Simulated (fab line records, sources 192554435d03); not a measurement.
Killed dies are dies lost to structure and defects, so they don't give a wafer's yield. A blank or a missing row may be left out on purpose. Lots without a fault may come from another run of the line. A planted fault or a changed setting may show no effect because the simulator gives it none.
Chamber matching | flow n5_finfet | N5_BEOL_M3_ETCH_64 on rie_diel-04: 4 sister chambers
The step etches SOC in N2/H2, target depth 75 nm, overetch 15 nm, time 112.5 s. 4 wafers are shown with their chamber, then 9 later ones without.

WAFERS WITH THEIR CHAMBER
wafer  | chamber | showerhead_plenum_p_Torr (Torr)
L087.4 | 1       | 2.59
L087.5 | 0       | 2.62
L088.4 | 3       | 2.51
L088.5 | 2       | 2.42

WAFERS WITHOUT THEIR CHAMBER
wafer  | showerhead_plenum_p_Torr (Torr)
L092.1 | 2.62
L092.3 | 2.50
L092.6 | 2.62
L093.2 | 2.50
L093.4 | 2.58
L093.6 | 2.50
L094.4 | 2.62
L094.5 | 2.58
L094.6 | 2.50

WHICH CHAMBER EACH WENT THROUGH
wafer  | from the rows above | in truth
L092.1 | 0                   | 0
L092.3 | 3                   | 3
L092.6 | 0                   | 0
L093.2 | 3                   | 3
L093.4 | 1                   | 1
L093.6 | 3                   | 3
L094.4 | 0                   | 0
L094.5 | 1                   | 1
L094.6 | 3                   | 3
Placed correctly: 9 of 9. Can't be placed from these rows: 0. Placed wrongly: 0.
How it was worked out, from the rows above alone: a wafer's distance from a chamber is the root of the sum, over the readings, of the square of ((its reading less the chamber's mean) divided by the reading's scatter). The wafer belongs to the nearest chamber; if the next one is less than 2 further off, it can't be placed. A chamber's mean is the mean of its shown wafers. The scatter: with one shown wafer a chamber, the root of the mean of the squares of how far each hidden wafer lies from its nearest shown one.
